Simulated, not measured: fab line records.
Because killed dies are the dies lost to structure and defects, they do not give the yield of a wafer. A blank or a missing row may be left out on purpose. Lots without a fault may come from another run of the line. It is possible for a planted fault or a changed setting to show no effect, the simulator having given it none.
Matching of chambers :: flow n5 finfet :: N5_BEOL_M11_ETCH_61 on rie diel-03 has 4 sister chambers
The step etches SiARC in CF4, target depth 39 nm, time 65 s. 18 wafers are shown with their chamber, then 9 later ones without.

== EACH WAFER AND ITS CHAMBER ==
wafer: L077.4
chamber: 3
drypump motor current A (A): 5.4
showerhead plenum p Torr (Torr): 2.13
oes product au (a.u.): 0.63

wafer: L077.5
chamber: 1
drypump motor current A (A): 5.1
showerhead plenum p Torr (Torr): 2.16
oes product au (a.u.): 0.68

wafer: L077.6
chamber: 0
drypump motor current A (A): 6.2
showerhead plenum p Torr (Torr): 2.10
oes product au (a.u.): 0.77

wafer: L078.1
chamber: 1
drypump motor current A (A): 5.2
showerhead plenum p Torr (Torr): 2.16
oes product au (a.u.): 0.68

wafer: L078.3
chamber: 3
drypump motor current A (A): 5.4
showerhead plenum p Torr (Torr): 2.13
oes product au (a.u.): 0.63

wafer: L078.4
chamber: 0
drypump motor current A (A): 6.2
showerhead plenum p Torr (Torr): 2.10
oes product au (a.u.): 0.75

wafer: L079.2
chamber: 0
drypump motor current A (A): 6.2
showerhead plenum p Torr (Torr): 2.10
oes product au (a.u.): 0.75

wafer: L079.5
chamber: 3
drypump motor current A (A): 5.4
showerhead plenum p Torr (Torr): 2.13
oes product au (a.u.): 0.63

wafer: L079.6
chamber: 2
drypump motor current A (A): 5.8
showerhead plenum p Torr (Torr): 2.21
oes product au (a.u.): 0.58

wafer: L084.2
chamber: 2
drypump motor current A (A): 5.7
showerhead plenum p Torr (Torr): 2.21
oes product au (a.u.): 0.59

wafer: L084.3
chamber: 3
drypump motor current A (A): 5.4
showerhead plenum p Torr (Torr): 2.13
oes product au (a.u.): 0.63

wafer: L084.4
chamber: 0
drypump motor current A (A): 6.2
showerhead plenum p Torr (Torr): 2.10
oes product au (a.u.): 0.75

wafer: L085.1
chamber: 1
drypump motor current A (A): 5.1
showerhead plenum p Torr (Torr): 2.15
oes product au (a.u.): 0.68

wafer: L085.2
chamber: 0
drypump motor current A (A): 6.2
showerhead plenum p Torr (Torr): 2.09
oes product au (a.u.): 0.74

wafer: L085.3
chamber: 3
drypump motor current A (A): 5.4
showerhead plenum p Torr (Torr): 2.13
oes product au (a.u.): 0.63

wafer: L086.4
chamber: 1
drypump motor current A (A): 5.1
showerhead plenum p Torr (Torr): 2.15
oes product au (a.u.): 0.67

wafer: L086.5
chamber: 0
drypump motor current A (A): 6.2
showerhead plenum p Torr (Torr): 2.09
oes product au (a.u.): 0.74

wafer: L086.6
chamber: 1
drypump motor current A (A): 5.1
showerhead plenum p Torr (Torr): 2.15
oes product au (a.u.): 0.67

SIGNATURES, as means of the wafers listed above
reading: drypump motor current A
chamber 0: 6.200
chamber 1: 5.120
chamber 2: 5.750
chamber 3: 5.400
scatter within a chamber: 0.0305

reading: showerhead plenum p Torr
chamber 0: 2.0967
chamber 1: 2.1540
chamber 2: 2.2100
chamber 3: 2.1300
scatter within a chamber: 0.00425

reading: oes product au
chamber 0: 0.7500
chamber 1: 0.6760
chamber 2: 0.5850
chamber 3: 0.6300
scatter within a chamber: 0.00742
Rule: a wafer's distance from a chamber is the root of the sum, over the readings, of the square of ((its reading less the chamber's mean) divided by the reading's scatter). The wafer belongs to the nearest chamber; if the next one is less than 2 further off, it can't be placed. The scatter: the root of (the sum of the squares of (reading less its chamber's mean) over the shown wafers, divided by (wafers less chambers)).

== WAFERS WITH NO CHAMBER GIVEN ==
wafer: L089.3
drypump motor current A (A): 5.1
showerhead plenum p Torr (Torr): 2.15
oes product au (a.u.): 0.67

wafer: L089.4
drypump motor current A (A): 6.2
showerhead plenum p Torr (Torr): 2.09
oes product au (a.u.): 0.74

wafer: L089.5
drypump motor current A (A): 5.2
showerhead plenum p Torr (Torr): 2.15
oes product au (a.u.): 0.67

wafer: L097.1
drypump motor current A (A): 5.4
showerhead plenum p Torr (Torr): 2.12
oes product au (a.u.): 0.61

wafer: L097.3
drypump motor current A (A): 5.1
showerhead plenum p Torr (Torr): 2.14
oes product au (a.u.): 0.65

wafer: L097.6
drypump motor current A (A): 5.8
showerhead plenum p Torr (Torr): 2.20
oes product au (a.u.): 0.56

wafer: L096.4
drypump motor current A (A): 5.4
showerhead plenum p Torr (Torr): 2.12
oes product au (a.u.): 0.60

wafer: L096.5
drypump motor current A (A): 5.7
showerhead plenum p Torr (Torr): 2.20
oes product au (a.u.): 0.57

wafer: L096.6
drypump motor current A (A): 5.1
showerhead plenum p Torr (Torr): 2.14
oes product au (a.u.): 0.65

== THE CHAMBER EACH PASSED THROUGH ==
wafer: L089.3
from the rows above: 1
in truth: 1

wafer: L089.4
from the rows above: 0
in truth: 0

wafer: L089.5
from the rows above: 1
in truth: 1

wafer: L097.1
from the rows above: 3
in truth: 3

wafer: L097.3
from the rows above: 1
in truth: 1

wafer: L097.6
from the rows above: 2
in truth: 2

wafer: L096.4
from the rows above: 3
in truth: 3

wafer: L096.5
from the rows above: 2
in truth: 2

wafer: L096.6
from the rows above: 1
in truth: 1
Correct placement for 9 of the 9. Not placeable from these rows: 0. Placed wrongly: 0.
